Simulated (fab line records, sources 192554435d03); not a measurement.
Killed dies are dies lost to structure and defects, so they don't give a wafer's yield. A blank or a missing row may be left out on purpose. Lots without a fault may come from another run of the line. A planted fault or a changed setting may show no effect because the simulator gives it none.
One fault seen from 2 desks | flow n5_finfet | each desk has only its own numbers; what lay behind them comes last

THE DEFECT DESK
What the inspections along the route counted, lot by lot: means of the sampled wafers that have a number. A lot is out of limits, marked OUT, if its mean lies more than 4 standard deviations from the usual mean; the brackets give that distance.
Columns: A = raw_defect_count at N5_WELL_APT_INSPECT_38, usual 13
lot  | first seen here | A
L591 | day 2 10:38     | 10
L592 | day 2 17:02     | 14
L595 | day 3 10:32     | 7
L596 | day 3 16:52     | 12
L597 | day 3 23:46     | 8
L599 | day 4 10:50     | 10
L601 | day 4 23:22     | 13
L602 | day 5 05:27     | 11
L604 | day 5 16:40     | 8
L610 | day 7 05:04     | 8
This desk's finding: nothing out of limits on any of the 10 lots.

THE METROLOGY DESK
What the gauges read, lot by lot, whatever tool the lot ran on: means of the sampled wafers that have a number. A lot is out of limits, marked OUT, if its mean lies more than 4 standard deviations from the usual mean; the brackets give that distance. Of its 12 readings 7 are shown: the one that was out of limits first, and those that lie furthest out on some lot.
Columns: A = cd_nm at N5_PMOS_HMC_CHANNEL_EPI_CD_MEAS_09, usual 236.8 nm; B = DIBL_N at N5_BEOL_M4_RC_MEAS_101, usual 36.1 mV/V; C = DIBL_P at N5_BEOL_M4_RC_MEAS_101, usual 35.8 mV/V; D = IOFF_N at N5_BEOL_M4_RC_MEAS_101, usual 0.16 nA/um; E = ION_P at N5_BEOL_M4_RC_MEAS_101, usual 461 uA/um; F = SS_N at N5_BEOL_M4_RC_MEAS_101, usual 71.4 mV/dec; G = VT_P at N5_BEOL_M4_RC_MEAS_101, usual -250 mV
lot  | first seen here | A                | B    | C    | D    | E   | F    | G
L591 | day 2 11:04     | 235.9            | 35.5 | 36.3 | 0.15 | 458 | 71.2 | -252
L592 | day 2 17:21     | 237.3            | 36.9 | 37.8 | 0.19 | 460 | 71.8 | -252
L595 | day 3 10:59     | 236.3            | 36.6 | 35.4 | 0.16 | 466 | 71.7 | -247
L596 | day 3 17:18     | 236.4            | 37.4 | 36.4 | 0.15 | 467 | 71.7 | -247
L597 | day 4 00:12     | 237.8            | 36.4 | 35.8 | 0.15 | 454 | 70.6 | -252
L599 | day 4 11:16     | 237.3            | 35.2 | 35.9 | 0.16 | 471 | 71.3 | -251
L601 | day 4 23:40     | 253.6 (+19) OUT  | 36.1 | 36.4 | 0.16 | 464 | 71.4 | -249
L602 | day 5 05:46     | 244.2 (+8.3) OUT | 36.5 | 36.2 | 0.17 | 464 | 71.8 | -252
L604 | day 5 16:58     | 237.7            | 38.9 | 39.9 | 0.21 | 465 | 71.6 | -251
L610 | day 7 05:31     | 237.1            | 37.0 | 35.8 | 0.18 | 470 | 71.4 | -245
This desk's finding: out of limits on L601, L602; first on L601, day 4 23:40 (cd_nm at N5_PMOS_HMC_CHANNEL_EPI_CD_MEAS_09). In limits: L591, L592, L595, L596, L597, L599, L604, L610.

PUT TOGETHER
The metrology desk could have raised an alarm at day 4 23:40, on L601, L602.
The defect desk saw nothing out of limits.
The defect desk has L601, L602 on record, within its limits.
Of the lots named, all ran N5_PMOS_HMC_CHANNEL_EPI_EXPOSE_06 on arfi_scanner-01.

WHAT THE SIMULATOR HAD PUT IN
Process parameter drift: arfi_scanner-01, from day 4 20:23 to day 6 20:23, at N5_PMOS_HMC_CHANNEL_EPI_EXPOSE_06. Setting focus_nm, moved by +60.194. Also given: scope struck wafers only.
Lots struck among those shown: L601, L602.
Hours from the fault's start to each desk's first reading out of limits: the metrology desk, 3.
